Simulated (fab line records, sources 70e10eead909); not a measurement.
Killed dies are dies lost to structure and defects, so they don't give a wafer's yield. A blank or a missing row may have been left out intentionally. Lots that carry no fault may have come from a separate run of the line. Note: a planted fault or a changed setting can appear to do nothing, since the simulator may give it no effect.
A lot that was struck, set against a sound lot || flow nandHarc || 14 steps out of a route of 1302
Sound: these wafers, L432.1, L432.3, L432.6. Struck: wafer L435.1; the same lot's L435.5 was not struck, so it is left out; see the end for the cause.
Per side, at each step with rows, come the tool, then ch with its chambers, and then its first start. Under that, the readings that differ: sound wafers || struck wafers || difference of the means || sigmas: that difference in standard deviations of wafers without a fault.
alike: readings whose means differ by less than 2 such deviations, and words and numbers that are the same on both sides. not compared: withheld readings, readings that some wafer has no value for, bounds like >300 that may hide the same value, and numbers for which the record gives no deviation and whose values overlap.
Wherever a step has rows on one side only, a row that says differs or no value, or a row with sigmas, the two part there. Numbers that have no deviation but don't overlap get no sigmas and don't part them. Lack of a reading on every wafer of one side parts them only where that side has two or more wafers.

NHARC_A_ONON_D2_THK_MEAS_30: measures by ellipsometry.
  struck on filmMetro-01, day 16 21:06; sound on filmMetro-01, day 16 00:41
  alike: thkNm
NHARC_A_ONON_D2_DEP_33: deposits SiO2, target thk 200 nm.
  sound on pecvd-01 ch 0,1, day 16 00:44; struck on pecvd-04 ch 2, day 16 21:15
  alike: flowSccm, heaterPowerOuterW, heaterPowerW, throttleValvePct
NHARC_A_ONON_D2_THK_MEAS_34: measures by ellipsometry.
  struck on filmMetro-01, day 16 21:35; sound on filmMetro-02, day 16 01:09
  alike: thkNm
NHARC_A_ONON_D2_INSPECT_32:
  struck on defectInspect-02, day 16 21:38; sound on defectInspect-01, day 16 01:14
  alike: rawDefectCount
NHARC_A_CHANNEL_HOLE_D2_DEP_00: deposits aC, target thk 3100 nm.
  sound on aclDep-01 ch 0, day 16 01:44; struck on aclDep-03 ch 0, day 16 21:43
  alike: throttleValvePct
NHARC_A_CHANNEL_HOLE_D2_DEP_01: deposits SiON, target thk 140 nm.
  sound on pecvd-02 ch 1,2, day 16 03:38; struck on pecvd-01 ch 1, day 16 23:38
  alike: heaterPowerOuterW, heaterPowerW
then, 5 steps without rows for these wafers: NHARC_A_CHANNEL_HOLE_D2_DEHYDRATE_02 (time 120 s); NHARC_A_CHANNEL_HOLE_D2_HMDS_03 (time 30 s); NHARC_A_CHANNEL_HOLE_D2_COAT_36 (time 75 s); NHARC_A_CHANNEL_HOLE_D2_COAT_37 (time 65 s); NHARC_A_CHANNEL_HOLE_D2_COAT_04 (resist thk 90 nm).
NHARC_A_CHANNEL_HOLE_D2_SOFTBAKE_05: time 55 s.
  sound on lithoTrack-01 ch 0, day 16 03:00; struck on lithoTrack-01 ch 0, day 16 23:00
{"reading": "heaterPowerTotalW (W)", "sound": "188.27 188.60 188.46", "struck": 223.02, "difference": "+34.58", "sigmas": "+99 or more"}
{"reading": "resistLineTempC (C)", "sound": "22.98 23.15 23.10", "struck": 22.79, "difference": -0.29, "sigmas": -2}
then, 1 step without rows for these wafers: NHARC_A_CHANNEL_HOLE_D2_EBR_06.
-- the record jumps here: 11 days lie between the struck wafers' starts before and after (it left off in module A_CHANNEL_HOLE_D2 and takes up again in module END, whose first step shown is number 1302 of the route) --
NHARC_END_SORT_01:
  sound on prober-01 ch 0, day 28 05:17; struck on prober-02 ch 0, day 28 05:20
  alike: killedAtArray, killedAtOther, killedAtPeriphery, killedDies, killedOpen, killedShort

== WHERE THEY PART ==
Only at NHARC_A_CHANNEL_HOLE_D2_SOFTBAKE_05, as far as this record shows. Later steps at which nothing parts them and some readings are alike: NHARC_END_SORT_01.

WHY: what had been put in by the simulator
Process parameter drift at NHARC_A_CHANNEL_HOLE_D2_SOFTBAKE_05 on lithoTrack-01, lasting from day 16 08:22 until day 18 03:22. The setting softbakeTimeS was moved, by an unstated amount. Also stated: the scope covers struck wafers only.
